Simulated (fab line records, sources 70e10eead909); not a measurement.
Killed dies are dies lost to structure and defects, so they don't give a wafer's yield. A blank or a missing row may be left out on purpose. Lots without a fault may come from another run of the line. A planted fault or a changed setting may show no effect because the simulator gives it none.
A struck lot beside a sound one | flow nand_harc | 25 steps out of a route of 1302
Sound: wafers L932.2, L932.3, L932.4. Struck: wafers L943.1, L943.2, L943.3. The cause comes at the end.
At each step with rows: each side's tool, then ch and its chambers, then its first start. Under that, the readings that differ: sound wafers | struck wafers | difference of the means | sigmas: that difference in standard deviations of wafers without a fault.
alike: readings whose means differ by less than 2 such deviations, and words and numbers that are the same on both sides. not compared: withheld readings, readings that some wafer has no value for, bounds like >300 that may hide the same value, and numbers for which the record gives no deviation and whose values overlap.
The two part at a step that has a row with sigmas, a row that says differs or no value, or rows on one side only. Numbers that don't overlap but have no deviation are shown without sigmas and don't part them. A reading that every wafer of one side lacks parts them only if that side has two wafers or more.

NHARC_P_CONTACT_DEP_30: deposits SiNx, target thk 30 nm.
  sound on pecvd-04 ch 0,1,2, day 6 01:14; struck on pecvd-01 ch 0,1,2, day 10 07:22
  alike: heater_power_w, rf_fwd_power_W
NHARC_P_CONTACT_DEP_00: deposits SiO2, target thk 500 nm.
  sound on pecvd-04 ch 0,1,2; struck on pecvd-01 ch 0,1,2
  alike: heater_power_w, rf_fwd_power_W, throttle_valve_pct
then, 9 steps without rows for these wafers: NHARC_P_CONTACT_CMP_01 (polishes SiO2, target thk 200 nm); NHARC_P_CONTACT_SRD_03; NHARC_P_CONTACT_DEHYDRATE_04 (time 120 s); NHARC_P_CONTACT_HMDS_05 (time 30 s); NHARC_P_CONTACT_COAT_33 (time 75 s); NHARC_P_CONTACT_COAT_34 (time 65 s); NHARC_P_CONTACT_COAT_06 (resist thk 90 nm); NHARC_P_CONTACT_SOFTBAKE_07 (time 55 s); NHARC_P_CONTACT_EBR_08.
NHARC_P_CONTACT_EXPOSE_09: exposes mask P CA, target cd 90 nm.
  sound on arfi_scanner-02 ch 0, day 6 02:28; struck on arfi_scanner-03 ch 0, day 10 08:46
  reading | sound                | struck                        | difference | sigmas
  mask    | P_CA#0 P_CA#0 P_CA#0 | P_CA_R1#0 P_CA_R1#0 P_CA_R1#0 | differs    |
then, 2 steps without rows for these wafers: NHARC_P_CONTACT_PEB_10 (peb time 65 s); NHARC_P_CONTACT_DEVELOP_11 (develop time 35 s).
NHARC_P_CONTACT_CD_MEAS_12: target cd 90 nm.
  sound on cd_sem-01 ch 0, day 6 02:37; struck on cd_sem-03 ch 0, day 10 08:54
  reading    | sound          | struck         | difference | sigmas
  cd_nm (nm) | 90.2 91.2 91.5 | 95.8 95.4 95.6 | +4.6       | +7
NHARC_P_CONTACT_OVL_MEAS_13:
  sound on overlay-01, day 6 02:42; struck on overlay-01, day 10 08:59
  reading           | sound          | struck      | difference | sigmas
  overlay_y_nm (nm) | -1.3 -1.4 -1.7 | 0.4 0.7 0.8 | +2.1       | +3
  alike: overlay_x_nm
NHARC_P_CONTACT_INSPECT_14:
  sound on defect_inspect-01, day 6 02:44; struck on defect_inspect-02, day 10 09:01
  alike: raw_defect_count
NHARC_P_CONTACT_DESCUM_17: chemistry O2, time 3 s.
  sound on rie_diel-12 ch 0,1,2, day 6 02:48; struck on rie_diel-04 ch 0,1,2, day 10 09:05
  reading                    | sound             | struck            | difference | sigmas
  rf_hours_counter_h (h)     | 0.2 0.2 0.2       | 1.6 1.2 1.5       | +1.2       |
  model.P_CONTACT.cd_nm (nm) | 90.65 90.33 90.96 | 95.86 96.15 95.87 | +5.31      |
  alike: drypump_motor_current_A, oes_product_au, rf_vpp_V, showerhead_plenum_p_Torr, throttle_valve_pct
NHARC_P_CONTACT_ETCH_35: etches the open film in CF4, target depth 39 nm, time 65 s.
  sound on rie_diel-12 ch 0,1,3, day 6 02:53; struck on rie_diel-04 ch 0,1,2, day 10 09:10
  reading                | sound       | struck      | difference | sigmas
  rf_hours_counter_h (h) | 0.2 0.2 0.2 | 1.6 1.2 1.5 | +1.2       |
  alike: drypump_motor_current_A, oes_product_au, rf_fwd_power_W, rf_vpp_V, showerhead_plenum_p_Torr, throttle_valve_pct
NHARC_P_CONTACT_ETCH_36: etches the open film in N2/H2, target depth 260 nm, time 406.25 s.
  sound on rie_diel-12 ch 1,2,3; struck on rie_diel-04 ch 0,2,3
  reading                | sound       | struck      | difference | sigmas
  rf_hours_counter_h (h) | 0.3 0.3 0.3 | 1.6 1.3 1.3 | +1.1       |
  alike: drypump_motor_current_A, oes_product_au, rf_fwd_power_W, rf_vpp_V, showerhead_plenum_p_Torr, throttle_valve_pct
NHARC_P_CONTACT_ETCH_18: etches the open film in C4F8/O2/Ar, target depth 481 nm, time 240.5 s.
  sound on rie_diel-12 ch 0,1,2; struck on rie_diel-04 ch 1,2,3
  reading                | sound       | struck      | difference | sigmas
  rf_hours_counter_h (h) | 0.4 0.4 0.5 | 1.5 1.7 1.5 | +1.1       |
  alike: oes_product_au, rf_fwd_power_W, rf_vpp_V
then, 1 step without rows for these wafers: NHARC_P_CONTACT_STRIP_37 (strips in C4F8/O2/Ar).
NHARC_P_CONTACT_ETCH_31: etches the open film in CH3F/O2, target depth 30 nm, time 85.7 s.
  sound on rie_diel-12 ch 0,2,3; struck on rie_diel-04 ch 0,1,2
  reading                    | sound            | struck            | difference | sigmas
  rf_hours_counter_h (h)     | 0.4 0.5 0.6      | 1.8 1.6 1.7       | +1.2       |
  model.P_CONTACT.cd_nm (nm) | 90.43 88.8 89.33 | 93.57 94.32 93.92 | +4.42      |
  alike: drypump_motor_current_A, oes_product_au, rf_fwd_power_W, rf_vpp_V, showerhead_plenum_p_Torr, throttle_valve_pct
NHARC_P_CONTACT_CD_MEAS_19:
  sound on cd_sem-03, day 6 03:40; struck on cd_sem-02, day 10 09:57
  reading    | sound          | struck         | difference | sigmas
  cd_nm (nm) | 90.2 88.6 89.4 | 93.6 94.4 94.1 | +4.6       | +4
then, 1 step without rows for these wafers: NHARC_P_CONTACT_STRIP_28 (strips in O2).

WHERE THEY PART
First at NHARC_P_CONTACT_EXPOSE_09; last, within this record, at NHARC_P_CONTACT_CD_MEAS_19.

WHY: what the simulator had put in
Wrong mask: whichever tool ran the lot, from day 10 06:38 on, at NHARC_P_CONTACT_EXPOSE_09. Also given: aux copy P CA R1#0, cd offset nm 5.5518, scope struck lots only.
